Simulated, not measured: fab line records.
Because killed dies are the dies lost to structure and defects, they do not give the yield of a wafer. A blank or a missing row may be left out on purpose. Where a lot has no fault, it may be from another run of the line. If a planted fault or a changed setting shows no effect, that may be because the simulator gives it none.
Chamber matching ; flow nand-harc ; NHARC_A_STAIRCASE_TRIM_222 on rie-diel-03 has 4 sister chambers
The step chemistry O2, time 211.2 s. 14 wafers are shown with their chamber, then 7 later ones without.

## WAFERS, EACH WITH ITS CHAMBER
wafer;chamber;showerhead-plenum-p-Torr (Torr);run-length-s (s);oes-product-au (a.u.)
L576.1;2;3.56;233.0;0.978
L576.2;1;3.30;232.3;1.004
L576.6;1;3.29;232.5;1.007
L591.1;3;3.59;232.2;1.000
L591.3;0;3.38;232.1;0.989
L591.4;1;3.28;232.7;0.993
L595.2;0;3.37;231.9;1.002
L595.3;3;3.58;232.1;1.016
L595.5;0;3.37;231.9;0.994
L596.1;3;3.58;232.2;1.018
L596.3;0;3.37;231.9;0.991
L596.6;3;3.58;232.1;1.008
L597.1;1;3.27;232.5;1.002
L597.4;3;3.58;232.0;1.001

SIGNATURES (averages over the wafers above)
reading;chamber 0;chamber 1;chamber 2;chamber 3;scatter within a chamber
showerhead-plenum-p-Torr;3.3725;3.2850;3.5600;3.5820;0.00809
run-length-s;231.950;232.500;233.000;232.120;0.117
oes-product-au;0.99400;1.00150;0.97800;1.00860;0.00694
Rule: a wafer's distance from a chamber is the root of the sum, over the readings, of the square of ((its reading less the chamber's mean) divided by the reading's scatter). The wafer belongs to the nearest chamber; if the next one is less than 2 further off, it can't be placed. How the scatter is found: for the shown wafers, subtract from each reading the mean of its chamber, square and add these, divide the total by (wafers less chambers), then take the root.

## WAFERS WITH NO CHAMBER GIVEN
wafer;showerhead-plenum-p-Torr (Torr);run-length-s (s);oes-product-au (a.u.)
L597.5;3.55;233.2;0.988
L598.1;3.26;232.7;1.000
L598.3;3.57;232.1;0.987
L598.4;3.36;232.1;0.987
L599.2;3.57;232.0;0.995
L599.4;3.54;232.9;0.994
L599.5;3.36;232.1;0.984

## EACH ONE'S CHAMBER
wafer;from the rows above;in truth
L597.5;2;2
L598.1;1;1
L598.3;3;3
L598.4;0;0
L599.2;3;3
L599.4;2;2
L599.5;0;0
Placed correctly: 7 of 7. Left unplaced by these rows: 0. Placed wrongly: 0.
